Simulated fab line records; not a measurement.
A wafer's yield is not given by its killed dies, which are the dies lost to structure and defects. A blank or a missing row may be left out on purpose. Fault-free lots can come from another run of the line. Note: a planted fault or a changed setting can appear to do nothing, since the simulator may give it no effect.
A struck lot beside a sound one :: flow n5_finfet :: 41 steps out of a route of 1938
Sound: these wafers, L930.1, L930.2, L930.5. Struck: wafer L940.1. (L940.3, L940.6 of the same lot were not struck and are left out.) The cause comes at the end.
Order at every step that has rows: each side's tool, ch and its chambers, its first start. Under that, the readings that differ: sound wafers :: struck wafers :: difference of the means :: sigmas: that difference in standard deviations of wafers without a fault.
alike: readings with means less than 2 such deviations apart, plus words and numbers identical on both sides. not compared: withheld readings, readings lacking a value on some wafer, bounds such as >300 that could conceal the same value, and numbers that have no deviation in the record and whose values overlap.
A row with sigmas, a row that says differs or no value, or rows on one side alone: a step with any of these is where the two part. Numbers that have no deviation but don't overlap get no sigmas and don't part them. Lack of a reading on every wafer of one side parts them only where that side has two or more wafers.

first, 2 steps without rows for these wafers: N5_BEOL_M1_SPUTTER_48 (material Cu, target thk 4.5 nm, time 8.29 s); N5_BEOL_M1_ANNEAL_49 (time 240 s).
N5_BEOL_M1_SPUTTER_79: material Cu, target thk 4.5 nm, time 8.29 s.
  sound on pvd_sputter-02 at day 7 04:16; struck on pvd_sputter-02 at day 10 14:23
  alike: chamber_pressure_pa, chuck_sensor_temp_C, throttle_valve_pct
then, 9 steps without rows for these wafers: N5_BEOL_M1_ANNEAL_80 (time 240 s); N5_BEOL_M1_SPUTTER_81 (material Cu, target thk 4.5 nm, time 8.29 s); N5_BEOL_M1_ANNEAL_82 (time 240 s); N5_BEOL_M1_SPUTTER_86 (material Cu, target thk 4.5 nm, time 8.29 s); N5_BEOL_M1_ANNEAL_87 (time 240 s); N5_BEOL_M1_SPUTTER_88 (material Cu, target thk 4.5 nm, time 8.29 s); N5_BEOL_M1_ANNEAL_89 (time 240 s); N5_BEOL_M1_SPUTTER_90 (material Cu, target thk 4.5 nm, time 8.29 s); N5_BEOL_M1_ANNEAL_91 (time 240 s).
N5_BEOL_M1_SPUTTER_92: material Cu, target thk 4.5 nm, time 8.29 s.
  sound on pvd_sputter-02 at day 7 05:22; struck on pvd_sputter-02 at day 10 15:29
  alike: chamber_pressure_pa, chuck_sensor_temp_C, throttle_valve_pct
then, 2 steps without rows for these wafers: N5_BEOL_M1_ANNEAL_93 (time 240 s); N5_BEOL_M1_SPUTTER_94 (material Cu, target thk 4.5 nm, time 8.29 s).
N5_BEOL_M1_ANNEAL_95: time 240 s.
  sound on pvd_sputter-02 at day 7 05:40; struck on pvd_sputter-02 at day 10 15:47
  alike: heater_power_w
then, 3 steps without rows for these wafers: N5_BEOL_M1_SPUTTER_96 (material Cu, target thk 4.5 nm, time 8.29 s); N5_BEOL_M1_ECD_50 (material Cu, target thk 300 nm); N5_BEOL_M1_ANNEAL_51 (time 90 s).
N5_BEOL_M1_CMP_52: polishes, stops on SiOC, t overpolish 6.8 s, target thk 40 nm.
  sound on cmp-02 ch 1,2, day 7 06:17; struck on cmp-03 ch 2, day 10 16:25
reading: overpolish_run_s (s)
sound: 6.789 6.800 6.791
struck: 6.813
difference: +0.020
sigmas: +2
  alike: barrier_field_endpoint_s, motor_current_A, time_to_endpoint_s
N5_BEOL_M1_PRE_CLEAN_60: time 15 s.
  sound on cvd_co-02 ch 0,1, day 7 06:37; struck on cvd_co-02 ch 1, day 10 16:45
  alike: heater_power_w
then, 2 steps without rows for these wafers: N5_BEOL_M1_CO_CAP_55 (material Co, precursor CCTBA/H2, target thk 2 nm, time 102.1 s); N5_BEOL_M1_PRE_CLEAN_56 (time 15 s).
N5_BEOL_M1_DEP_57: deposits SiCN from 3MS/NH3, target thk 8 nm, time 14 s.
  sound on pecvd-01 ch 0,1, day 7 06:47; struck on pecvd-03 ch 0, day 10 16:54
  alike: showerhead_plenum_p_Torr, throttle_valve_pct
N5_BEOL_M1_RS_MEAS_58: a four-point-probe measurement.
  sound on film_metro-02 at day 7 06:50; struck on film_metro-02 at day 10 16:58
reading: M1_RS (ohm/sq)
sound: 0.61 0.67 0.60
struck: 0.71
difference: +0.08
sigmas: +2
then, 1 step without rows for these wafers: N5_BEOL_M2_ILD_DEP_00 (deposits SiOC from DEMS/O2, target thk 79 nm, time 15.3 s).
N5_BEOL_M2_THK_MEAS_01:
  sound on film_metro-01 at day 7 06:58; struck on film_metro-02 at day 10 17:06
  alike: M2_ILD_THK
then, 11 steps without rows for these wafers: N5_BEOL_M2_PECVD_72 (deposits SiO2 from TEOS/O2, target thk 16 nm, time 18 s); N5_BEOL_M2_HM_DEP_02 (deposits TiN, target thk 20 nm); N5_BEOL_M2_COAT_61 (time 60 s, resist thk 60 nm); N5_BEOL_M2_COAT_62 (time 60 s, resist thk 12 nm); N5_BEOL_M2_COAT_73 (time 60 s, resist thk 5 nm); N5_BEOL_M2_COAT_05 (resist thk 30 nm); N5_BEOL_M2_EBR_07; N5_BEOL_M2_SOFTBAKE_06 (time 60 s); N5_BEOL_M2_EXPOSE_08 (exposes mask M2); N5_BEOL_M2_PEB_09 (peb time 60 s); N5_BEOL_M2_DEVELOP_10 (develop time 30 s).
N5_BEOL_M2_CD_MEAS_11: target cd 16.79 nm.
  sound on cd_sem-01 ch 0, day 7 07:58; struck on cd_sem-03 ch 0, day 10 17:35
  alike: cd_nm
N5_BEOL_M2_OVL_MEAS_12:
  sound on overlay-01 ch 0, day 7 08:00; struck on overlay-01 ch 0, day 10 17:37
reading: M2_OVL (nm)
sound: -1.5 -0.3 -1.5
struck: 0.5
difference: +1.6
sigmas: +2
-- a jump in the record: the struck wafers' starts before and after are 8 days apart (it breaks off in module BEOL_M2 and resumes in module PASSIVATION, where the first step shown is number 1936 of the route) --
N5_PASSIVATION_PROBE_49:
  record: rows for the struck wafers here (prober-01, day 18 06:14), none for the sound ones

## WHERE THEY PART
Earliest at N5_BEOL_M1_CMP_52; latest, in this record, at N5_PASSIVATION_PROBE_49.

WHY: the cause the simulator had injected
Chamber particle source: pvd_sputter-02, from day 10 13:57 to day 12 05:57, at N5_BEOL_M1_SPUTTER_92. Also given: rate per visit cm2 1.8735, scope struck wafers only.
